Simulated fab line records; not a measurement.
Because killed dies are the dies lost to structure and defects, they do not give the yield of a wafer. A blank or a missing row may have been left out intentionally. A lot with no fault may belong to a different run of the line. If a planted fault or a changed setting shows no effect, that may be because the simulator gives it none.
2 desks looking at one fault :: flow n5_finfet :: what lay behind the numbers comes last; until then each desk has only its own

METROLOGY DESK
What the gauges read for every lot (on any tool): the sampled wafers with a number, averaged. Any lot whose mean is over 4 standard deviations away from the usual mean is out of limits and marked OUT; that distance is given in the brackets.
Columns: A = M13_RS at N5_BEOL_M13_RS_MEAS_54, usual 0.0450 ohm/sq; B = M14_ILD_THK at N5_BEOL_M14_THK_MEAS_01, usual 1117 nm; C = V13_OVL at N5_BEOL_M14_OVL_MEAS_11, usual 0 nm
lot: L708
first seen here: day 13 09:06
A: 0.0441
B: 1109
C: -3

lot: L710
first seen here: day 14 00:23
A: 0.0457
B: 1111
C: -4

lot: L711
first seen here: day 14 04:00
A: 0.0448
B: 1128
C: 8

lot: L709
first seen here: day 14 05:16
A: 0.0444
B: 1137
C: -12

lot: L714
first seen here: day 14 22:54
A: 0.0440
B: 1200 (+5.5) OUT
C: -2

lot: L717
first seen here: day 15 13:56
A: 0.0442
B: 1202 (+5.7) OUT
C: 4

lot: L724
first seen here: day 16 21:23
A: 0.0457
B: 1122
C: 1

lot: L723
first seen here: day 16 21:45
A: 0.0446
B: 1115
C: -3

lot: L726
first seen here: day 17 10:49
A: 0.0446
B: 1112
C: 3

lot: L727
first seen here: day 18 05:41
A: 0.0460
B: 1128
C: -2

lot: L728
first seen here: day 18 09:14
A: 0.0446
B: 1102
C: 4
This desk's result: L714, L717 out of limits, first on L714 (M14_ILD_THK at N5_BEOL_M14_THK_MEAS_01), day 14 23:10. L708, L710, L711, L709, L724, L723, L726, L727, L728: within limits.

DESK OF THE TOOL OWNER: pecvd-01
The tool's own readings at N5_BEOL_M14_ILD_DEP_00 (deposits SiO2 from TEOS/O2, target thk 1119.3 nm, time 237.4 s): means of the sampled wafers that have a number, for each lot that ran on this tool. Any lot whose mean is over 4 standard deviations away from the usual mean is out of limits and marked OUT; that distance is given in the brackets.
Columns: A = heater_power_w at N5_BEOL_M14_ILD_DEP_00, usual 513 W; B = showerhead_plenum_p_Torr at N5_BEOL_M14_ILD_DEP_00, usual 8.33 Torr; C = throttle_valve_pct at N5_BEOL_M14_ILD_DEP_00, usual 18.9 %
lot: L708
first seen here: day 13 09:10
A: 528
B: 8.33
C: 20.2

lot: L711
first seen here: day 14 04:08
A: 496
B: 8.34
C: 19.4

lot: L714
first seen here: day 14 23:02
A: 456
B: 8.34
C: 19.5

lot: L717
first seen here: day 15 14:04
A: 546
B: 8.37
C: 19.5
This desk's finding: nothing out of limits on any of the 4 lots.

ALL TOGETHER
Metrology desk: alarm possible at day 14 23:10 on L714, L717.
Nothing out of limits was seen by the tool owner's desk.
On record at the tool owner's desk: L714, L717, within its limits.
All the named lots went through N5_BEOL_M14_ILD_DEP_00 on pecvd-01.

WHAT THE SIMULATOR HAD PUT IN
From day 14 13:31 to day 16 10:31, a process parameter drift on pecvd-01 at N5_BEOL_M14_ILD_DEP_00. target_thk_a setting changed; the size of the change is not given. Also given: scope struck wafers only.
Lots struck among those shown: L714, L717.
Delay in hours, fault start to first out-of-limits reading, per desk: metrology desk 10.
